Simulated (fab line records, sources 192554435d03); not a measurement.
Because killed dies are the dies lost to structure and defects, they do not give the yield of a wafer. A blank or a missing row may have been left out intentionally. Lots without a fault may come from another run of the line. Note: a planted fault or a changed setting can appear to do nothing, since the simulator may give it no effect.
Split-lot experiment || flow n5 finfet || 21 wafers read from 7 lots, route of 1938 steps

## THE SPLIT ITSELF
At N5_BEOL_M11_ETCH_62 (etches SOC in N2/H2, target depth 110 nm, overetch 22 nm, time 165 s), the setting time s was moved away from the recipe's 165 s on 8 of the 21 wafers read, by -20.0% to +17.1%. This setting was run at the recipe's value on the other wafers.

The reading is taken at the split's own step.

## THE READING
SiARC_of_BEOL_M11_COAT_60.thk nm (the simulator's own value, which no gauge read), in nm, at N5_BEOL_M11_ETCH_62 (etches SOC in N2/H2, target depth 110 nm, overetch 22 nm, time 165 s). There is no usual value for it anywhere in the file. Across the 13 wafers here that went through the recipe, the average is 23.4 nm and the standard deviation 0.14 nm.

{"wafer": "L074.1", "tool, chamber at the split": "rie diel-01, 3", "time s as run, s": 165, "against the recipe": "recipe", "SiARC_of_BEOL_M11_COAT_60.thk nm, nm": 23.4, "against lot-mates on the recipe": "-"}
{"wafer": "L074.6", "tool, chamber at the split": "rie diel-01, 3", "time s as run, s": 165, "against the recipe": "recipe", "SiARC_of_BEOL_M11_COAT_60.thk nm, nm": 23.4, "against lot-mates on the recipe": "-"}
{"wafer": "L074.2", "tool, chamber at the split": "rie diel-01, 1", "time s as run, s": 193.2, "against the recipe": "+17.1%", "SiARC_of_BEOL_M11_COAT_60.thk nm, nm": 22.2, "against lot-mates on the recipe": -1.2}
{"wafer": "L078.2", "tool, chamber at the split": "rie diel-01, 0", "time s as run, s": 134.5, "against the recipe": "-18.5%", "SiARC_of_BEOL_M11_COAT_60.thk nm, nm": 24.8, "against lot-mates on the recipe": "+1.4"}
{"wafer": "L078.3", "tool, chamber at the split": "rie diel-01, 1", "time s as run, s": 165, "against the recipe": "recipe", "SiARC_of_BEOL_M11_COAT_60.thk nm, nm": 23.4, "against lot-mates on the recipe": "-"}
{"wafer": "L078.4", "tool, chamber at the split": "rie diel-01, 3", "time s as run, s": 134.5, "against the recipe": "-18.5%", "SiARC_of_BEOL_M11_COAT_60.thk nm, nm": 24.6, "against lot-mates on the recipe": "+1.2"}
{"wafer": "L080.1", "tool, chamber at the split": "rie diel-06, 1", "time s as run, s": 165, "against the recipe": "recipe", "SiARC_of_BEOL_M11_COAT_60.thk nm, nm": 23.2, "against lot-mates on the recipe": "-"}
{"wafer": "L080.3", "tool, chamber at the split": "rie diel-06, 2", "time s as run, s": 165, "against the recipe": "recipe", "SiARC_of_BEOL_M11_COAT_60.thk nm, nm": 23.6, "against lot-mates on the recipe": "-"}
{"wafer": "L080.4", "tool, chamber at the split": "rie diel-06, 0", "time s as run, s": 165, "against the recipe": "recipe", "SiARC_of_BEOL_M11_COAT_60.thk nm, nm": 23.4, "against lot-mates on the recipe": "-"}
{"wafer": "L081.2", "tool, chamber at the split": "rie diel-06, 1", "time s as run, s": 143.2, "against the recipe": "-13.2%", "SiARC_of_BEOL_M11_COAT_60.thk nm, nm": 24.2, "against lot-mates on the recipe": "+0.6"}
{"wafer": "L081.4", "tool, chamber at the split": "rie diel-06, 0", "time s as run, s": 165, "against the recipe": "recipe", "SiARC_of_BEOL_M11_COAT_60.thk nm, nm": 23.6, "against lot-mates on the recipe": "-"}
{"wafer": "L081.5", "tool, chamber at the split": "rie diel-06, 0", "time s as run, s": 143.2, "against the recipe": "-13.2%", "SiARC_of_BEOL_M11_COAT_60.thk nm, nm": 24.6, "against lot-mates on the recipe": "+1.0"}
{"wafer": "L091.2", "tool, chamber at the split": "rie diel-01, 2", "time s as run, s": 132, "against the recipe": "-20.0%", "SiARC_of_BEOL_M11_COAT_60.thk nm, nm": 25.2, "against lot-mates on the recipe": "+1.8"}
{"wafer": "L091.4", "tool, chamber at the split": "rie diel-01, 3,1", "time s as run, s": 165, "against the recipe": "recipe", "SiARC_of_BEOL_M11_COAT_60.thk nm, nm": 23.4, "against lot-mates on the recipe": "-"}
{"wafer": "L091.5", "tool, chamber at the split": "rie diel-01, 3,1", "time s as run, s": 165, "against the recipe": "recipe", "SiARC_of_BEOL_M11_COAT_60.thk nm, nm": 23.4, "against lot-mates on the recipe": "-"}
{"wafer": "L089.1", "tool, chamber at the split": "rie diel-01, 1", "time s as run, s": 165, "against the recipe": "recipe", "SiARC_of_BEOL_M11_COAT_60.thk nm, nm": 23.2, "against lot-mates on the recipe": "-"}
{"wafer": "L089.2", "tool, chamber at the split": "rie diel-01, 0,2", "time s as run, s": 165, "against the recipe": "recipe", "SiARC_of_BEOL_M11_COAT_60.thk nm, nm": 23.6, "against lot-mates on the recipe": "-"}
{"wafer": "L089.3", "tool, chamber at the split": "rie diel-01, 0,2", "time s as run, s": 165, "against the recipe": "recipe", "SiARC_of_BEOL_M11_COAT_60.thk nm, nm": 23.6, "against lot-mates on the recipe": "-"}
{"wafer": "L093.1", "tool, chamber at the split": "rie diel-03, 0,1", "time s as run, s": 191.6, "against the recipe": "+16.1%", "SiARC_of_BEOL_M11_COAT_60.thk nm, nm": 22.4, "against lot-mates on the recipe": -1.2}
{"wafer": "L093.4", "tool, chamber at the split": "rie diel-03, 0,1", "time s as run, s": 191.6, "against the recipe": "+16.1%", "SiARC_of_BEOL_M11_COAT_60.thk nm, nm": 22.4, "against lot-mates on the recipe": -1.2}
{"wafer": "L093.2", "tool, chamber at the split": "rie diel-03, 2", "time s as run, s": 165, "against the recipe": "recipe", "SiARC_of_BEOL_M11_COAT_60.thk nm, nm": 23.6, "against lot-mates on the recipe": "-"}
The file does not say which wafer passed through which chamber wherever a row lists several chambers: such a row stands for several wafers.

THE FIT
A straight line over all 21 wafers: SiARC_of_BEOL_M11_COAT_60.thk nm changes by -0.0718 nm for each +1% of time s; r = -0.98; the points scatter about the line by 0.16 nm.
The same after taking each lot's own level away (the mean of its wafers on the recipe; 21 wafers): -0.0733 nm for each +1%; r = -0.98; scatter 0.16 nm.
Per that fit: largest time s move, reading shift of 1.5 nm.
The lots' own levels span 23.40 to 23.60 nm, that is 1.4 times the standard deviation above.
The two slopes agree, so the slope changes little with the lot-to-lot level.
Check: +1.38 nm against its lot-mates is what the line predicts for one of the wafers moved furthest among these (-20.0%) when that wafer is left out of the fit. It came out at +1.8 nm against them.

## OTHER SPLITS ON THESE WAFERS
Before the reading, these wafers also passed through other splits. Each is held against what the fit with the lots' levels taken away leaves over:
{"other split on the same wafers": "N5_BEOL_M9_EXPOSE_25 dose mj", "wafers away from the commonest value": 6, "r with SiARC_of_BEOL_M11_COAT_60.thk nm (lot level and that fit taken away)": "+0.04"}
{"other split on the same wafers": "N5_BEOL_M11_ILD_DEP_00 time s", "wafers away from the commonest value": 7, "r with SiARC_of_BEOL_M11_COAT_60.thk nm (lot level and that fit taken away)": "+0.34"}
{"other split on the same wafers": "N5_BEOL_M11_PECVD_70 time s", "wafers away from the commonest value": 8, "r with SiARC_of_BEOL_M11_COAT_60.thk nm (lot level and that fit taken away)": -0.06}

## THE WHOLE CHAIN: every reading that the file lists as answering this split, in the file's order
{"step": "N5_BEOL_M11_ETCH_62", "what it does": "etches SOC in N2/H2, target depth 110 nm, overetch 22 nm, time 165 s", "reading": "SiARC_of_BEOL_M11_COAT_60.thk nm (the simulator's own value, which no gauge read)", "change (the file's fit)": "-0.0752 nm for each +1% of the setting", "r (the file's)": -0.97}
{"step": "N5_BEOL_M11_HM_OPEN_17", "what it does": "chemistry Cl2/BCl3, target TiN, target depth 20 nm, overetch 6 nm", "reading": "etch.depth nm (the simulator's own value, which no gauge read)", "change (the file's fit)": "not straight: 19.72 at the lowest setting, 20.12 at the recipe, 17.48 at the highest", "r (the file's)": "not given"}

## FILE'S OWN FIT
SiARC_of_BEOL_M11_COAT_60.thk nm changes by -0.0752 nm for each +1% of time s, r = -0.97.
